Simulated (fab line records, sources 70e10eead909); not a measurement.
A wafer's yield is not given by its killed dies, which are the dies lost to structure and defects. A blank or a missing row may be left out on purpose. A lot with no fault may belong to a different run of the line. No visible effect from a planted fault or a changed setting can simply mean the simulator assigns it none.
The tool behind it: which one? | flow nand_harc | 11 lots with 31 wafers sampled at 6 steps, on a route of 1302 steps

## WHAT EACH GAUGE READ, for each wafer
NHARC_A_CHANNEL_HOLE_D1_INSPECT_40. Usual: 79 for raw_defect_count, sd 29.
lot  | measured     | on                | raw_defect_count        | flag
L960 | day 9 01:17  | defect_inspect-02 | 112 104 110             |
L962 | day 10 03:23 | defect_inspect-01 | 40 21 28                |
L966 | day 12 03:08 | defect_inspect-02 | 458 467                 | OFF
L968 | day 12 22:05 | defect_inspect-01 | 516 548 555 522 555 544 | OFF
L973 | day 14 23:13 | defect_inspect-01 | 116 95 115              |
L976 | day 15 14:41 | defect_inspect-02 | 108 87 104              |
L975 | day 15 15:13 | defect_inspect-02 | 56 80 106               |
L977 | day 16 04:35 | defect_inspect-01 | 117 103 137             |
L978 | day 16 17:42 | defect_inspect-02 | 148 111 104             |
L981 | day 18 00:13 | defect_inspect-02 | 70 65 53                |
L982 | day 18 08:58 | defect_inspect-02 | 33 63 44                |

NHARC_END_SORT_01. Usual: killed_at_array 55, standard deviation 17; killed_at_other 0.9, standard deviation 1.2; killed_at_periphery 3.7, standard deviation 2.5; killed_dies 59, standard deviation 18; killed_open 3.4, standard deviation 1.9; killed_short 2.6, standard deviation 1.6.
lot  | measured     | on        | killed_at_array | killed_at_other | killed_at_periphery | killed_dies | killed_open | killed_short | flag
L966 | day 27 17:50 | prober-01 | 126             | 0               | 0                   | 126         | 2           | 2            | OFF
L968 | day 28 18:16 | prober-01 | 123 120 125     | 5 2 3           | 4 7 6               | 132 129 134 | 3 1 3       | 5 1 3        | OFF

## EACH LOT AND THE TOOL THAT RAN IT (in order: tool; ch and the chambers of the sampled wafers; start)
lot  | NHARC_A_CHANNEL_HOLE_D1_ETCH_21  | NHARC_A_CHANNEL_HOLE_D1_ETCH_24  | NHARC_A_CHANNEL_HOLE_D1_ETCH_25  | NHARC_A_CHANNEL_HOLE_D1_ETCH_44
L960 | har_etch-02 ch 0,1, day 8 19:58  | har_etch-02 ch 0,1, day 8 21:42  | har_etch-02 ch 0,1, day 8 22:28  | rie_diel-01 ch 1,2,3, day 9 00:17
L962 | har_etch-01 ch 0,1, day 9 22:04  | har_etch-01 ch 0,1, day 9 23:47  | har_etch-01 ch 0,1, day 10 00:33 | rie_diel-03 ch 0,1,3, day 10 02:25
L966 | har_etch-02 ch 0, day 11 21:59   | har_etch-02 ch 0, day 11 23:47   | har_etch-02 ch 0, day 12 00:35   | rie_diel-03 ch 3, day 12 02:08
L968 | har_etch-02 ch 0, day 12 16:43   | har_etch-02 ch 0, day 12 18:29   | har_etch-02 ch 0, day 12 19:16   | rie_diel-01 ch 0,1,3, day 12 21:07
L973 | har_etch-02 ch 0,1, day 14 18:05 | har_etch-02 ch 0,1, day 14 19:54 | har_etch-02 ch 0,1, day 14 20:42 | rie_diel-01 ch 0,2,3, day 14 22:15
L976 | har_etch-02 ch 0, day 15 09:29   | har_etch-02 ch 0, day 15 11:15   | har_etch-02 ch 0, day 15 12:02   | rie_diel-03 ch 1,3, day 15 13:43
L975 | har_etch-01 ch 0,1, day 15 09:52 | har_etch-01 ch 0,1, day 15 11:34 | har_etch-01 ch 0,1, day 15 12:20 | rie_diel-07 ch 0,2,3, day 15 14:09
L977 | har_etch-02 ch 0,1, day 15 23:16 | har_etch-02 ch 0,1, day 16 00:57 | har_etch-02 ch 0,1, day 16 01:43 | rie_diel-01 ch 0,2,3, day 16 03:37
L978 | har_etch-02 ch 0,1, day 16 12:26 | har_etch-02 ch 0,1, day 16 14:14 | har_etch-02 ch 0,1, day 16 15:03 | rie_diel-01 ch 0,1,2, day 16 16:44
L981 | har_etch-01 ch 0,1, day 17 18:54 | har_etch-01 ch 0,1, day 17 20:44 | har_etch-01 ch 0,1, day 17 21:33 | rie_diel-03 ch 0,1,2, day 17 23:09
L982 | har_etch-02 ch 0,1, day 18 03:40 | har_etch-02 ch 0,1, day 18 05:23 | har_etch-02 ch 0,1, day 18 06:09 | rie_diel-03 ch 0,1,3, day 18 07:59
- NHARC_A_CHANNEL_HOLE_D1_ETCH_21: etches the open film in C4F8/O2/Ar, time 514.3 s, target depth 1600 nm.
- NHARC_A_CHANNEL_HOLE_D1_ETCH_24: etches the open film in C4F8/O2/Ar, time 906.2 s, target depth 1500 nm.
- NHARC_A_CHANNEL_HOLE_D1_ETCH_25: etches the open film in C4F8/O2/Ar, time 1040.2 s, target depth 1500 nm.
- NHARC_A_CHANNEL_HOLE_D1_ETCH_44: etches the open film in CF4/O2, target depth 140 nm, overetch 14 nm, time 77 s.

## WHAT THE TOOLS THEMSELVES READ (means of the sampled wafers that have a number; where no wafer has one, the mark that the record gives instead)
NHARC_A_CHANNEL_HOLE_D1_ETCH_21. Usual: drypump_motor_current_A 6.00 A, standard deviation 0.28; showerhead_plenum_p_Torr 3.69 Torr, standard deviation 0.06; temp_c -20.00 C, standard deviation 0.11; throttle_valve_pct 32.156 %, standard deviation 0.0091.
lot  | tool        | drypump_motor_current_A (A) | showerhead_plenum_p_Torr (Torr) | temp_c (C) | throttle_valve_pct (%) | flag
L960 | har_etch-02 | 5.98                        | 3.68                            | -20.14     | 32.158                 |
L962 | har_etch-01 | 6.19                        | 3.72                            | -20.01     | 32.161                 |
L966 | har_etch-02 | 5.51                        | 3.74                            | -19.84     | 32.153                 |
L968 | har_etch-02 | 5.55                        | 3.74                            | -19.96     | 32.162                 |
L973 | har_etch-02 | 5.96                        | 3.64                            | -20.07     | 32.159                 |
L976 | har_etch-02 | 5.54                        | 3.72                            | -19.81     | 32.161                 |
L975 | har_etch-01 | 6.17                        | 3.68                            | -20.05     | 32.161                 |
L977 | har_etch-02 | 5.95                        | 3.63                            | -19.98     | 32.156                 |
L978 | har_etch-02 | 5.75                        | 3.66                            | -20.01     | 32.158                 |
L981 | har_etch-01 | 6.18                        | 3.66                            | -19.90     | 32.160                 |
L982 | har_etch-02 | 5.97                        | 3.85                            | -20.12     | 32.156                 |

NHARC_A_CHANNEL_HOLE_D1_ETCH_24. Usual: drypump_motor_current_A 6.00 A, standard deviation 0.28; showerhead_plenum_p_Torr 3.68 Torr, standard deviation 0.059; temp_c -19.98 C, standard deviation 0.12; throttle_valve_pct 32.233 %, standard deviation 0.0097.
lot  | tool        | drypump_motor_current_A (A) | showerhead_plenum_p_Torr (Torr) | temp_c (C) | throttle_valve_pct (%) | flag
L960 | har_etch-02 | 5.96                        | 3.68                            | -20.09     | 32.240                 |
L962 | har_etch-01 | 6.19                        | 3.72                            | -19.81     | 32.239                 |
L966 | har_etch-02 | 5.54                        | 3.74                            | -19.94     | 32.239                 |
L968 | har_etch-02 | 5.55                        | 3.73                            | -19.93     | 32.239                 |
L973 | har_etch-02 | 5.95                        | 3.64                            | -19.99     | 32.230                 |
L976 | har_etch-02 | 5.54                        | 3.71                            | -19.96     | 32.225                 |
L975 | har_etch-01 | 6.17                        | 3.68                            | -20.00     | 32.235                 |
L977 | har_etch-02 | 5.97                        | 3.63                            | -20.01     | 32.229                 |
L978 | har_etch-02 | 5.76                        | 3.66                            | -20.07     | 32.247                 |
L981 | har_etch-01 | 6.19                        | 3.66                            | -19.99     | 32.227                 |
L982 | har_etch-02 | 5.96                        | 3.84                            | -19.93     | 32.232                 |

NHARC_A_CHANNEL_HOLE_D1_ETCH_25. Usual: drypump_motor_current_A 6.00 A, standard deviation 0.28; showerhead_plenum_p_Torr 3.68 Torr, standard deviation 0.06; temp_c -19.99 C, standard deviation 0.1; throttle_valve_pct 32.237 %, standard deviation 0.0092.
lot  | tool        | drypump_motor_current_A (A) | showerhead_plenum_p_Torr (Torr) | temp_c (C) | throttle_valve_pct (%) | flag
L960 | har_etch-02 | 5.96                        | 3.68                            | -19.98     | 32.234                 |
L962 | har_etch-01 | 6.19                        | 3.72                            | -19.94     | 32.228                 |
L966 | har_etch-02 | 5.56                        | 3.74                            | -20.06     | 32.246                 |
L968 | har_etch-02 | 5.53                        | 3.73                            | -20.02     | 32.246                 |
L973 | har_etch-02 | 5.97                        | 3.64                            | -20.11     | 32.243                 |
L976 | har_etch-02 | 5.53                        | 3.71                            | -20.16     | 32.247                 |
L975 | har_etch-01 | 6.16                        | 3.68                            | -19.95     | 32.238                 |
L977 | har_etch-02 | 5.97                        | 3.63                            | -20.03     | 32.235                 |
L978 | har_etch-02 | 5.75                        | 3.66                            | -19.85     | 32.238                 |
L981 | har_etch-01 | 6.18                        | 3.66                            | -20.03     | 32.232                 |
L982 | har_etch-02 | 5.96                        | 3.84                            | -20.04     | 32.237                 |

NHARC_A_CHANNEL_HOLE_D1_ETCH_44. Usual: drypump_motor_current_A 5.9 A, standard deviation 0.5; oes_product_au 0.997 a.u., standard deviation 0.014; rf_vpp_V 197.4 V, standard deviation 1.2; showerhead_plenum_p_Torr 1.32 Torr, standard deviation 0.04; throttle_valve_pct 13.398 %, standard deviation 0.0092.
lot  | tool        | drypump_motor_current_A (A) | oes_product_au (a.u.) | rf_vpp_V (V) | showerhead_plenum_p_Torr (Torr) | throttle_valve_pct (%) | flag
L960 | rie_diel-01 | 5.2                         | 0.999                 | 198.4        | 1.34                            | 13.388                 |
L962 | rie_diel-03 | 6.2                         | 0.987                 | 198.2        | 1.32                            | 13.396                 |
L966 | rie_diel-03 | 6.2                         | 1.003                 | 196.7        | 1.34                            | 13.401                 |
L968 | rie_diel-01 | 5.6                         | 1.004                 | 197.2        | 1.32                            | 13.402                 |
L973 | rie_diel-01 | 5.7                         | 1.014                 | 197.9        | 1.32                            | 13.402                 |
L976 | rie_diel-03 | 6.3                         | 0.987                 | 198.8        | 1.34                            | 13.407                 |
L975 | rie_diel-07 | 5.6                         | 1.014                 | 198.3        | 1.34                            | 13.406                 |
L977 | rie_diel-01 | 5.7                         | 1.012                 | 196.9        | 1.32                            | 13.403                 |
L978 | rie_diel-01 | 5.4                         | 1.002                 | 197.9        | 1.31                            | 13.405                 |
L981 | rie_diel-03 | 6.1                         | 0.985                 | 197.6        | 1.29                            | 13.399                 |
L982 | rie_diel-03 | 6.2                         | 0.977                 | 198.1        | 1.32                            | 13.395                 |

## THE ANSWER, worked out from the rows above alone
Rule: lot off if the mean of its wafers having a number is beyond 3 standard deviations from the usual mean. A lot without any number at a reading at which 4 lots or more have one is off too. Any other lot the step has rows for is counted as sound. After the gauges, taken in route order, come the tools' own readings; for these a lot's mean is taken, as printed above. The first step at which some lot is off is used, and at that step the reading that is off furthest; a lot without a number counts as furthest.
Off, at NHARC_A_CHANNEL_HOLE_D1_INSPECT_40 on raw_defect_count: L966, L968.
A tool fits if, at a process step before that reading, it ran every lot that is off, and no sound lot after the first of them. Not tried: the gauges at NHARC_A_CHANNEL_HOLE_D1_INSPECT_40; whatever is off there is also off at NHARC_END_SORT_01, on other tools, and gauge error can't account for it. None of those tried fits.

## WHAT THE SIMULATOR HAD PUT IN
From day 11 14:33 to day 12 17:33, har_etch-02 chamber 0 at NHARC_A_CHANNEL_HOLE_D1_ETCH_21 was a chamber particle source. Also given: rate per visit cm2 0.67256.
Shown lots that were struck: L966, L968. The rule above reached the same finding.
